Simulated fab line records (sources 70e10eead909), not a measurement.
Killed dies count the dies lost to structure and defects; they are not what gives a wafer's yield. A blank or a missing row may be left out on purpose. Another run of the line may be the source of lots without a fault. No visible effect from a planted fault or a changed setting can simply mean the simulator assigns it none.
Struck lot and sound lot, side by side || flow nandHarc || 22 out of 1302 route steps
Sound: wafers L725.2, L725.3, L725.6. Wafers struck: L718.1, L718.2, L718.6. The cause is given at the end.
Each step with rows lists, per side, the tool, then ch with its chambers, then its first start. Under that, the readings that differ: sound wafers || struck wafers || difference of the means || sigmas: that difference in standard deviations of wafers without a fault.
alike: a reading whose means differ by less than 2 such deviations, as well as words and numbers matching on both sides. not compared: withheld readings; readings where some wafer has no value; bounds like >300 that might hide an equal value; numbers whose values overlap and for which the record gives no deviation.
A row with sigmas, a row that says differs or no value, or rows on one side alone: a step with any of these is where the two part. Numbers that have no deviation but don't overlap get no sigmas and don't part them. A reading missing from all wafers of one side parts the sides only when that side holds two or more wafers.

first, 10 steps without rows for these wafers: NHARC_P_M1_SRD_25; NHARC_P_M1_PRE_CLEAN_32 (time 12 s); NHARC_P_M1_DEP_33 (deposits SiCN, target thk 30 nm); NHARC_P_M2_DEP_00 (deposits SiOC, target thk 182.5 nm); NHARC_P_M2_DEHYDRATE_01 (time 120 s); NHARC_P_M2_HMDS_02 (time 30 s); NHARC_P_M2_COAT_34 (time 65 s); NHARC_P_M2_COAT_03 (resist thk 90 nm); NHARC_P_M2_SOFTBAKE_04 (time 55 s); NHARC_P_M2_EBR_05.
NHARC_P_M2_EXPOSE_06: exposes mask P M2, target cd 170 nm.
  sound on arfiScanner-01 ch 0, day 13 02:11; struck on arfiScanner-03 ch 0, day 10 04:33
{"reading": "exposureDoseMJCm2", "sound": "80.93 80.81 80.80", "struck": "77.59 77.61 77.61", "difference": -3.24, "sigmas": -43}
  alike: mask, reticleTempC
then, 2 steps without rows for these wafers: NHARC_P_M2_PEB_07 (peb time 65 s); NHARC_P_M2_DEVELOP_08 (develop time 35 s).
NHARC_P_M2_CD_MEAS_09: target cd 170 nm.
  sound on cdSem-02 ch 0, day 13 02:19; struck on cdSem-01 ch 0, day 10 04:41
{"reading": "cdNm (nm)", "sound": "170.6 170.1 169.4", "struck": "167.3 167.4 166.8", "difference": -2.9, "sigmas": -5}
NHARC_P_M2_DESCUM_14: chemistry O2, time 3 s.
  sound on rieDiel-12 ch 0,1,2, day 13 02:31; struck on rieDiel-06 ch 0,1,2, day 10 04:53
{"reading": "model.P_M2.cdNm (nm)", "sound": "170.4 170.1 169.5", "struck": "167.9 167 166.5", "difference": -2.9, "sigmas": ""}
  alike: drypumpMotorCurrentA, oesProductAu, rfVppV, showerheadPlenumPTorr, throttleValvePct
  not compared: rfHoursCounterH
then, 2 steps without rows for these wafers: NHARC_P_M2_ETCH_35 (etches the open film in N2/H2, target depth 40 nm, overetch 12 nm, time 43.94 s); NHARC_P_M2_ETCH_15 (etches the open film in C4F8/Ar, target depth 182.5 nm, time 91.2 s).
NHARC_P_M2_CD_MEAS_16:
  sound on cdSem-01 at day 13 02:49; struck on cdSem-02 at day 10 05:11
{"reading": "cdNm (nm)", "sound": "170.8 170.8 170.2", "struck": "167.7 166.9 166.5", "difference": -3.6, "sigmas": -5}
then, 1 step without rows for these wafers: NHARC_P_M2_STRIP_18 (strips in N2/H2).
NHARC_P_M2_ETCH_28: etches the open film in CF4/N2, target depth 30 nm, time 72.99 s.
  sound: rieDiel-03 ch 0,1,3; struck: rieDiel-03 ch 0,2
{"reading": "model.P_M2.cdNm (nm)", "sound": "170.9 169.7 169.9", "struck": "167 167.7 166.7", "difference": -3, "sigmas": ""}
  alike: drypumpMotorCurrentA, oesProductAu, rfFwdPowerW, rfVppV, showerheadPlenumPTorr, throttleValvePct
  not compared: rfHoursCounterH
then, 1 step without rows for these wafers: NHARC_P_M2_STRIP_19 (strips in post etch residue remover, time 600 s).
-- record jumps: 18 days between struck wafers' starts before vs after; left off in module P_M2, resumes in module END, first step shown is number 1302 of the route --
NHARC_END_SORT_01:
  sound on prober-01 ch 0, day 30 21:26; struck on prober-01 ch 0, day 28 14:10
  alike: defectLimitedYield, killedAtArray, killedAtOther, killedAtPeriphery, killedDies, killedOpen, killedShort, sort_bin_2_pct, sort_bin_3_pct, sort_bin_4_pct, sortNPass, sortRimYieldPct, sortYieldPct

## WHERE THEY PART
At NHARC_P_M2_EXPOSE_06 first; at NHARC_P_M2_CD_MEAS_16 last (within this record only). Later steps at which nothing parts them and some readings are alike: NHARC_P_M2_ETCH_28, NHARC_END_SORT_01.

WHY: what had been put in by the simulator
Process parameter drift: arfiScanner-03, from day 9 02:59 on, at NHARC_P_M2_EXPOSE_06. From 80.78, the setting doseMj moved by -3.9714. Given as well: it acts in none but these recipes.
